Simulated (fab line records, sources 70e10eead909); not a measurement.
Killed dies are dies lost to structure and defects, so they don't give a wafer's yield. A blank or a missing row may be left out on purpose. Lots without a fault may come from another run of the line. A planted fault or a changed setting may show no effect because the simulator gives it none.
Tool commonality check | flow nand_harc | 13 lots, 39 wafers sampled

WHY IT WAS OPENED
At NHARC_P_GATE_CD_MEAS_46 the reading cd_nm is flagged on 1 of 13 lots. Wafers without a fault read 720.0 nm, standard deviation 2.7.
Rule: a lot is flagged when every wafer of it that has a number lies more than 4 standard deviations from that mean, or none has a number. The other lots count as sound.

lot  | measured     | on        | cd_nm (nm), wafer by wafer | flag
L214 | day 5 04:04  | cd_sem-03 | 721.5 723.5 719.6          |
L216 | day 5 16:37  | cd_sem-02 | 722.8 719.8 722.7          |
L217 | day 5 18:45  | cd_sem-02 | 720.7 713.7 716.8          |
L219 | day 6 07:54  | cd_sem-03 | 721.1 723.8 719.5          |
L220 | day 6 21:21  | cd_sem-02 | 714.9 716.1 718.9          |
L221 | day 6 21:31  | cd_sem-02 | 722.4 724.7 724.3          |
L227 | day 8 11:22  | cd_sem-03 | 625.9 625.1 623.1          | FLAGGED
L228 | day 8 12:42  | cd_sem-03 | 721.4 720.6 720.9          |
L232 | day 9 09:38  | cd_sem-02 | 725.4 721.4 720.0          |
L233 | day 9 19:52  | cd_sem-03 | 722.5 719.6 725.0          |
L234 | day 10 02:59 | cd_sem-03 | 720.5 718.3 723.8          |
L236 | day 10 13:40 | cd_sem-03 | 719.2 718.1 718.1          |
L235 | day 10 13:49 | cd_sem-03 | 717.4 722.4 717.7          |
The numbers of the flagged lots are 624.7 nm on average: -95.3 nm against the usual, or -35 standard deviations.

WHICH TOOL RAN EACH LOT
The record holds 2 process steps before the reading, out of a route of 1159 steps. In each cell: the tool, then ch and the chambers that the sampled wafers went through, then the start.
lot  | flag    | NHARC_P_GATE_ETCH_104             | NHARC_P_GATE_EXPOSE_43
L214 |         | rie_diel-03 ch 1,2,3, day 4 16:07 | krf_scanner-02 ch 0, day 5 03:55
L216 |         | rie_diel-10 ch 1,3, day 5 04:58   | krf_scanner-02 ch 0, day 5 16:28
L217 |         | rie_diel-10 ch 1,3, day 5 04:43   | krf_scanner-04 ch 0, day 5 18:36
L219 |         | rie_diel-11 ch 2,3, day 5 20:13   | krf_scanner-02 ch 0, day 6 07:45
L220 |         | rie_diel-03 ch 0,2,3, day 6 09:28 | krf_scanner-04 ch 0, day 6 21:12
L221 |         | rie_diel-11 ch 0,2, day 6 09:41   | krf_scanner-02 ch 0, day 6 21:22
L227 | FLAGGED | rie_diel-03 ch 0,1,2, day 7 23:25 | krf_scanner-02 ch 0, day 8 11:13
L228 |         | rie_diel-11 ch 1,3, day 8 00:45   | krf_scanner-02 ch 0, day 8 12:32
L232 |         | rie_diel-10 ch 1,2,3, day 8 22:01 | krf_scanner-04 ch 0, day 9 09:29
L233 |         | rie_diel-10 ch 0,3, day 9 08:06   | krf_scanner-04 ch 0, day 9 19:43
L234 |         | rie_diel-03 ch 0,1,3, day 9 15:05 | krf_scanner-03 ch 0, day 10 02:50
L236 |         | rie_diel-10 ch 1,2, day 10 01:52  | krf_scanner-04 ch 0, day 10 13:31
L235 |         | rie_diel-11 ch 0,2, day 10 02:02  | krf_scanner-03 ch 0, day 10 13:40
What these steps do:
- NHARC_P_GATE_ETCH_104: etches the open film in CF4/CHF3, target depth 60 nm.
- NHARC_P_GATE_EXPOSE_43: exposes mask P NSD, target cd 720 nm.
- NHARC_P_GATE_CD_MEAS_46: target cd 720 nm.

FLAGGED OVER TOTAL, TOOL BY TOOL (the gauges that took the reading come last)
step                    | tool           | lots run | flagged | share of the flagged lots | sound lots run after its first flagged lot
NHARC_P_GATE_ETCH_104   | rie_diel-03    | 4        | 1       | all                       | 1 (L234)
NHARC_P_GATE_ETCH_104   | rie_diel-10    | 5        | 0       | none                      | -
NHARC_P_GATE_ETCH_104   | rie_diel-11    | 4        | 0       | none                      | -
NHARC_P_GATE_EXPOSE_43  | krf_scanner-02 | 6        | 1       | all                       | 1 (L228)
NHARC_P_GATE_EXPOSE_43  | krf_scanner-03 | 2        | 0       | none                      | -
NHARC_P_GATE_EXPOSE_43  | krf_scanner-04 | 5        | 0       | none                      | -
NHARC_P_GATE_CD_MEAS_46 | cd_sem-02      | 5        | 0       | none                      | -
NHARC_P_GATE_CD_MEAS_46 | cd_sem-03      | 8        | 1       | all                       | 5 (L228,L233,L234,L236,L235)

WHAT THE TABLE ALLOWS
3 rows of the table ran every flagged lot: rie_diel-03 at NHARC_P_GATE_ETCH_104, krf_scanner-02 at NHARC_P_GATE_EXPOSE_43, cd_sem-03 at NHARC_P_GATE_CD_MEAS_46.
- rie_diel-03 at NHARC_P_GATE_ETCH_104: 1 of its 4 lots flagged. Sound lots ran on it after the first flagged one (L234), which a lasting fault on the whole tool wouldn't allow.
- krf_scanner-02 at NHARC_P_GATE_EXPOSE_43: 1 of its 6 lots flagged. Sound lots ran on it after the first flagged one (L228), which a lasting fault on the whole tool wouldn't allow.
- cd_sem-03 at NHARC_P_GATE_CD_MEAS_46: 1 of its 8 lots flagged. Sound lots ran on it after the first flagged one (L228, L233, L234, L236, L235), which a lasting fault on the whole tool wouldn't allow.
No row of the table ran every flagged lot and no sound lot after the first.

WHAT THE SIMULATOR HAD PUT IN
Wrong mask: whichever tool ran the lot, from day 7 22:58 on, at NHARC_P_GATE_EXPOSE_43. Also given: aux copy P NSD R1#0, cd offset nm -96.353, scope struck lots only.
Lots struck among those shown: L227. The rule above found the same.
